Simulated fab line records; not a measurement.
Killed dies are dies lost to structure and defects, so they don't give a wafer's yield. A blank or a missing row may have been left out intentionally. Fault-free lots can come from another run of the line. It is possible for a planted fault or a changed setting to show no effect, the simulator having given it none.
Code-filled problem report in 8D (eight disciplines) form -- flow nand harc -- the parts of the form that need people (team, actions taken, sign-off) are left out

1. THE PROBLEM
Wafers without a fault read 1001 nm, standard deviation 9.2; thk nm at NHARC_A_ONON_D2_THK_MEAS_11 reads a mean of 659 nm on 4 wafers belonging to 2 lots. That puts it -37 standard deviations away from the usual mean.
The step: measures by ellipsometry.
Earliest sighting: wafer L122.1 on film metro-01 at day 19 12:20. Wafers with a number at this step in the record: 34, from 12 lots. Rule for "out", or "out of limits": more than 4 standard deviations from the usual mean. The rest of the wafers with a number are treated as sound.

2. WHAT IT IS, WHAT IT ISN'T
question,is,is not
which readings at this step,thk nm,-
which lots,"L122, L123","L106, L107, L109, L110, L115, L116, L118, L119, L120, L128"
which wafers of those lots,all that have a number,-
read on which gauges,film metro-01,film metro-02
when,from day 19 12:20,up to then (27 sound wafers); but 3 sound wafers of L128 came after

3. WHAT RULES OUT EACH SUSPECT
Counting: any tool at a process step up to the reading is kept as a suspect provided that every lot that is out went through it and no sound lot did after the first of them.
- the gauge at NHARC_A_ONON_D2_THK_MEAS_11 is ruled out. All the wafers that are out were read on film metro-01, but those of them that NHARC_END_SORT_01 has rows for are out there too, on other tools.
- cmp-03 at NHARC_A_DECK1_JOINT_CMP_02 (polishes SiOx): kept. Every lot that is out went through it, starting with L122 (day 19 09:23), and after that it ran no sound lot; the last sound lot it ran before then is L119 (day 18 03:44).
- pecvd onon-01 at NHARC_A_ONON_D2_DEP_09 (target thk 1000 nm): kept. Every lot that is out went through it, starting with L122 (day 19 11:50), and after that it ran no sound lot; the last sound lot it ran before then is L119 (day 18 06:20).
The count leaves pecvd onon-01 at NHARC_A_ONON_D2_DEP_09 and cmp-03 at NHARC_A_DECK1_JOINT_CMP_02.

4. THE CAUSE (what the simulator had put in)
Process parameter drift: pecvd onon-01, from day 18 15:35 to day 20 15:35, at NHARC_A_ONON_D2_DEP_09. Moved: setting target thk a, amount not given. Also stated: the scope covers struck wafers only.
2 suspects survive the count, and this tool is in that group.

5. THE CHAIN OF EFFECTS, in route order
Each row: a reading where the mean over the struck wafers with a number is more than 3 standard deviations away from the usual. Only readings for which the record gives a usual standard deviation are gone through. hours: the time from each lot's start at the first step in this table that gives one to its start at this step, as a median over the lots. sigmas: the change in usual standard deviations.
hours,step,reading,usual,on struck wafers,change,sigmas
0,NHARC_A_ONON_D2_THK_MEAS_11,thk nm,1001 nm,659,-342,-37
286,NHARC_END_SORT_01,killed at array,62,672,+610,+28
286,NHARC_END_SORT_01,killed dies,67,677,+610,+27

6. HOW IT WOULD HAVE BEEN CAUGHT EARLIER
In this record the first reading out of limits at a measuring or inspecting step was taken at day 19 12:20, 21 hours after the fault began at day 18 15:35.
Among the 2 lots that are out, L123 began NHARC_A_ONON_D2_DEP_09 on pecvd onon-01 after day 19 12:20. A hold on the tool at that time would have spared it.
